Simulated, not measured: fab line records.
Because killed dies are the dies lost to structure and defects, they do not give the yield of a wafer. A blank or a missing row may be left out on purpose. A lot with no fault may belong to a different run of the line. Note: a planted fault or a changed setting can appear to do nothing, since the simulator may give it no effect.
Which tool was responsible? / flow n5 finfet / Sampling: 9 lots, 27 wafers, 4 of 1938 route steps

WHAT THE GAUGES READ, wafer by wafer
N5_FIN_SAQP_THK_MEAS_07.
lot=L602; measured=day 2 03:46; on=film metro-02; thk nm (nm)=59.3 59.8 60.6
lot=L603; measured=day 2 09:28; on=film metro-02; thk nm (nm)=59.6 60.2 60.0
lot=L607; measured=day 3 09:12; on=film metro-01; thk nm (nm)=59.5 61.5 60.9
lot=L615; measured=day 5 11:23; on=film metro-01; thk nm (nm)=59.7 60.3 60.8
lot=L616; measured=day 5 15:13; on=film metro-02; thk nm (nm)=59.3 95.5 60.3
lot=L621; measured=day 6 21:19; on=film metro-02; thk nm (nm)=94.8 60.0 95.2
lot=L622; measured=day 7 02:46; on=film metro-02; thk nm (nm)=59.3 93.4 94.2
lot=L623; measured=day 7 10:17; on=film metro-01; thk nm (nm)=59.4 59.5 60.5
lot=L624; measured=day 7 15:10; on=film metro-02; thk nm (nm)=59.9 59.6 60.2

WHAT TOOL EACH LOT RAN ON (gives the tool, then ch and the chambers of the sampled wafers, and finally the start)
lot=L602; N5_PMOS_HMC_CHANNEL_EPI_STRIP_33=rie diel-05 ch 1,2, day 1 23:57; N5_FIN_SAQP_PECVD_48=pecvd-04 ch 0,1,2, day 2 03:38; N5_FIN_SAQP_PECVD_06=pecvd-04 ch 0,1,2, day 2 03:40
lot=L603; N5_PMOS_HMC_CHANNEL_EPI_STRIP_33=rie diel-01 ch 1,3, day 2 05:35; N5_FIN_SAQP_PECVD_48=pecvd-03 ch 1,2, day 2 09:20; N5_FIN_SAQP_PECVD_06=pecvd-03 ch 1,2, day 2 09:22
lot=L607; N5_PMOS_HMC_CHANNEL_EPI_STRIP_33=rie diel-06 ch 0,3, day 3 05:20; N5_FIN_SAQP_PECVD_48=pecvd-02 ch 1,2, day 3 09:04; N5_FIN_SAQP_PECVD_06=pecvd-02 ch 1,2, day 3 09:07
lot=L615; N5_PMOS_HMC_CHANNEL_EPI_STRIP_33=rie diel-01 ch 0,1,3, day 5 06:18; N5_FIN_SAQP_PECVD_48=pecvd-04 ch 0,2, day 5 11:12; N5_FIN_SAQP_PECVD_06=pecvd-04 ch 0,2, day 5 11:16
lot=L616; N5_PMOS_HMC_CHANNEL_EPI_STRIP_33=rie diel-01 ch 0,1,2, day 5 11:22; N5_FIN_SAQP_PECVD_48=pecvd-04 ch 0,1,2, day 5 15:05; N5_FIN_SAQP_PECVD_06=pecvd-04 ch 0,1,2, day 5 15:08
lot=L621; N5_PMOS_HMC_CHANNEL_EPI_STRIP_33=rie diel-06 ch 1,2,3, day 6 17:38; N5_FIN_SAQP_PECVD_48=pecvd-04 ch 0,1, day 6 21:11; N5_FIN_SAQP_PECVD_06=pecvd-04 ch 0,1, day 6 21:13
lot=L622; N5_PMOS_HMC_CHANNEL_EPI_STRIP_33=rie diel-01 ch 0,1,3, day 6 23:14; N5_FIN_SAQP_PECVD_48=pecvd-04 ch 0,1, day 7 02:38; N5_FIN_SAQP_PECVD_06=pecvd-04 ch 0,1, day 7 02:41
lot=L623; N5_PMOS_HMC_CHANNEL_EPI_STRIP_33=rie diel-06 ch 2,3, day 7 06:32; N5_FIN_SAQP_PECVD_48=pecvd-02 ch 0,1,2, day 7 10:09; N5_FIN_SAQP_PECVD_06=pecvd-02 ch 0,1,2, day 7 10:11
lot=L624; N5_PMOS_HMC_CHANNEL_EPI_STRIP_33=rie diel-06 ch 0,1, day 7 11:34; N5_FIN_SAQP_PECVD_48=pecvd-02 ch 0,2, day 7 15:02; N5_FIN_SAQP_PECVD_06=pecvd-02 ch 0,2, day 7 15:04
- N5_PMOS_HMC_CHANNEL_EPI_STRIP_33: strips in N2/H2.
- N5_FIN_SAQP_PECVD_48: deposits SiNx from SiH4/NH3/N2, target thk 25 nm, time 22.1 s.
- N5_FIN_SAQP_PECVD_06: deposits a-Si from SiH4/He, target thk 60 nm, time 48.1 s.

THE ANSWER, worked out from the rows above alone
Rule: usual is defined by the lots themselves. The widest of any qualifying gaps counts: lots, ordered by their means at a reading, are off when they make up no more than a third of the lots, leave a main group of 4 or more, and stand apart from it by 3 or more times the standard deviation of that group's means. Not used: any main group whose means are identical at the precision the tables above print for the reading. A lot without any number at a reading at which 4 lots or more have one is off too. All remaining lots with rows at the step are treated as sound.
Off: L616, L621, L622 (N5_FIN_SAQP_THK_MEAS_07, thk nm). For the main group the mean is 60.1 nm and the standard deviation 0.29.
If a tool, at a process step before that reading, ran all the lots that are off and no sound lot after the first of them, it fits. The gauges at N5_FIN_SAQP_THK_MEAS_07 are tried like those tools. One candidate fits, namely pecvd-04 at N5_FIN_SAQP_PECVD_48 and N5_FIN_SAQP_PECVD_06. At N5_FIN_SAQP_PECVD_48 its last sound lot is L615 (day 5 11:12), its first lot that is off L616 (day 5 15:05): a fault that began between those two fits.

WHAT WAS PUT IN BY THE SIMULATOR
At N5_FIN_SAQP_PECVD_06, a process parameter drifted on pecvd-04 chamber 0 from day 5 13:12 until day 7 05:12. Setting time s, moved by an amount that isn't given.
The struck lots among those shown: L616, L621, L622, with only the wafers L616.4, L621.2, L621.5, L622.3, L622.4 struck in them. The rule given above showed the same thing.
